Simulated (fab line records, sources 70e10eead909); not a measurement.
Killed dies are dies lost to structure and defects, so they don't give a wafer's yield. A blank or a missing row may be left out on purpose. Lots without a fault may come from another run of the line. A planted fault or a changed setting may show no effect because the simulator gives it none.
Chamber matching | flow nand_harc | NHARC_P_M0_DESCUM_14 on rie_diel-02: 4 sister chambers
The step chemistry O2, time 3 s. 14 wafers are shown with their chamber, then 7 later ones without.

WAFERS WITH THEIR CHAMBER
wafer  | chamber | drypump_motor_current_A (A) | showerhead_plenum_p_Torr (Torr) | throttle_valve_pct (%)
L753.1 | 1       | 5.0                         | 1.94                            | 11.318
L753.3 | 2       | 5.5                         | 1.96                            | 11.313
L753.4 | 0       | 6.6                         | 2.01                            | 11.315
L755.3 | 2       | 5.5                         | 1.95                            | 11.302
L755.5 | 3       | 5.6                         | 2.00                            | 11.303
L755.6 | 0       | 6.7                         | 2.00                            | 11.317
L760.3 | 3       | 5.5                         | 2.00                            | 11.308
L760.5 | 3       | 5.6                         | 2.00                            | 11.312
L760.6 | 2       | 5.5                         | 1.95                            | 11.320
L766.3 | 1       | 5.0                         | 1.93                            | 11.329
L766.4 | 3       | 5.5                         | 1.99                            | 11.302
L766.6 | 3       | 5.5                         | 1.99                            | 11.308
L767.3 | 3       | 5.6                         | 1.99                            | 11.313
L767.4 | 2       | 5.5                         | 1.94                            | 11.327

SIGNATURES (means of the wafers above)
reading                  | chamber 0 | chamber 1 | chamber 2 | chamber 3 | scatter within a chamber
drypump_motor_current_A  | 6.650     | 5.000     | 5.500     | 5.550     | 0.0447
showerhead_plenum_p_Torr | 2.0050    | 1.9350    | 1.9500    | 1.9950    | 0.00671
throttle_valve_pct       | 11.31600  | 11.32350  | 11.31550  | 11.30767  | 0.00711
Rule: a wafer's distance from a chamber is the root of the sum, over the readings, of the square of ((its reading less the chamber's mean) divided by the reading's scatter). The wafer belongs to the nearest chamber; if the next one is less than 2 further off, it can't be placed. The scatter: the root of (the sum of the squares of (reading less its chamber's mean) over the shown wafers, divided by (wafers less chambers)).

WAFERS WITHOUT THEIR CHAMBER
wafer  | drypump_motor_current_A (A) | showerhead_plenum_p_Torr (Torr) | throttle_valve_pct (%)
L767.5 | 5.5                         | 1.94                            | 11.314
L768.2 | 5.1                         | 1.92                            | 11.291
L768.3 | 5.5                         | 1.94                            | 11.295
L768.6 | 5.5                         | 1.94                            | 11.310
L773.2 | 5.1                         | 1.92                            | 11.307
L773.4 | 5.5                         | 1.93                            | 11.306
L773.5 | 5.5                         | 1.93                            | 11.294

WHICH CHAMBER EACH WENT THROUGH
wafer  | from the rows above | in truth
L767.5 | 2                   | 2
L768.2 | 1                   | 1
L768.3 | 2                   | 2
L768.6 | 2                   | 2
L773.2 | 1                   | 1
L773.4 | 2                   | 2
L773.5 | 2                   | 2
Placed correctly: 7 of 7. Can't be placed from these rows: 0. Placed wrongly: 0.
